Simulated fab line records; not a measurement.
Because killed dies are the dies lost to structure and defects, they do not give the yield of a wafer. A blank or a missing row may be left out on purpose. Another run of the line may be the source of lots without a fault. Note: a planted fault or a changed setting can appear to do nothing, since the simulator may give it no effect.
One fault seen from 2 desks ; flow nand-harc ; what lay behind the numbers comes last; until then each desk has only its own

== DESK OF THE TOOL OWNER: rie-si-01 ==
The tool's own readings at NHARC_A_WL_FILL_ETCHBACK_26 (etches the open film in HBr, target depth 52 nm, time 13.3 s): means of the sampled wafers that have a number, for each lot that ran on this tool. Marked OUT: a lot whose mean sits more than 4 standard deviations from the usual mean, which makes it out of limits; the brackets give that distance.
Columns: A = drypump-motor-current-A at NHARC_A_WL_FILL_ETCHBACK_26, usual 5.9 A; B = oes-product-au at NHARC_A_WL_FILL_ETCHBACK_26, usual 0.998 a.u.; C = rf-fwd-power-W at NHARC_A_WL_FILL_ETCHBACK_26, usual 342.6 W; D = run-length-s at NHARC_A_WL_FILL_ETCHBACK_26, usual 34.5 s; E = throttle-valve-pct at NHARC_A_WL_FILL_ETCHBACK_26, usual 23.265 %
lot;first seen here;A;B;C;D;E
L117;day 15 08:34;6.0;1.005;341.5;34.5;23.262
L119;day 17 06:35;5.8;0.999;342.4;34.3;23.272
L120;day 17 12:17;6.4;0.999;342.0;34.0;23.272
L126;day 20 04:02;6.1;0.993;342.0;34.0;23.264
L128;day 20 10:22;5.7;1.002;340.8;34.2;23.256
L135;day 21 00:32;6.1;1.000;343.7;32.6 (-4.3) OUT;23.261
L137;day 22 15:14;5.8;1.000;343.4;32.1 (-5.5) OUT;23.266
This desk finds L135, L137 out of limits, L135 being first, at day 21 00:32 (run-length-s at NHARC_A_WL_FILL_ETCHBACK_26). Within limits: L117, L119, L120, L126, L128.

== THE METROLOGY DESK ==
Lot by lot, what the gauges showed, no matter which tool ran the lot: averages of those sampled wafers that carry a number. Marked OUT: a lot whose mean sits more than 4 standard deviations from the usual mean, which makes it out of limits; the brackets give that distance.
Columns: A = overlay-x-nm at NHARC_A_SLIT_OVL_MEAS_10, usual -0.1 nm; B = overlay-y-nm at NHARC_A_SLIT_OVL_MEAS_10, usual 0.0 nm
lot;first seen here;A;B
L117;day 13 19:16;0.9;0.4
L118;day 15 00:10;-0.8;0.8
L119;day 15 00:19;-0.3;-0.1
L120;day 15 02:06;-1.2;0.3
L126;day 16 13:10;-1.5;0.1
L127;day 16 14:53;-0.6;-0.2
L125;day 16 15:09;-0.4;0.5
L128;day 17 02:11;-1.0;-1.4
L135;day 18 13:00;0.0;0.4
L137;day 21 02:10;0.8;0.6
L140;day 21 03:28;0.3;-0.2
L139;day 21 04:01;-0.2;0.1
This desk's verdict: no lot among the 12 shows anything out of limits.

== PUT TOGETHER ==
The tool owner's desk had the chance to raise an alarm at day 21 00:32 on L135, L137.
Nothing out of limits was seen by the metrology desk.
The metrology desk has L135, L137 on record, within its limits.
NHARC_A_WL_FILL_ETCHBACK_26 was run on rie-si-01 by each of the lots named.

== WHAT THE SIMULATOR PUT IN ==
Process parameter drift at NHARC_A_WL_FILL_ETCHBACK_26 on rie-si-01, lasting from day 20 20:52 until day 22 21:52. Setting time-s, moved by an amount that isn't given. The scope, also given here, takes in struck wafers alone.
Lots struck among those shown: L135, L137.
Each desk's first reading out of limits, in hours after the fault started: the tool owner's desk, 4.
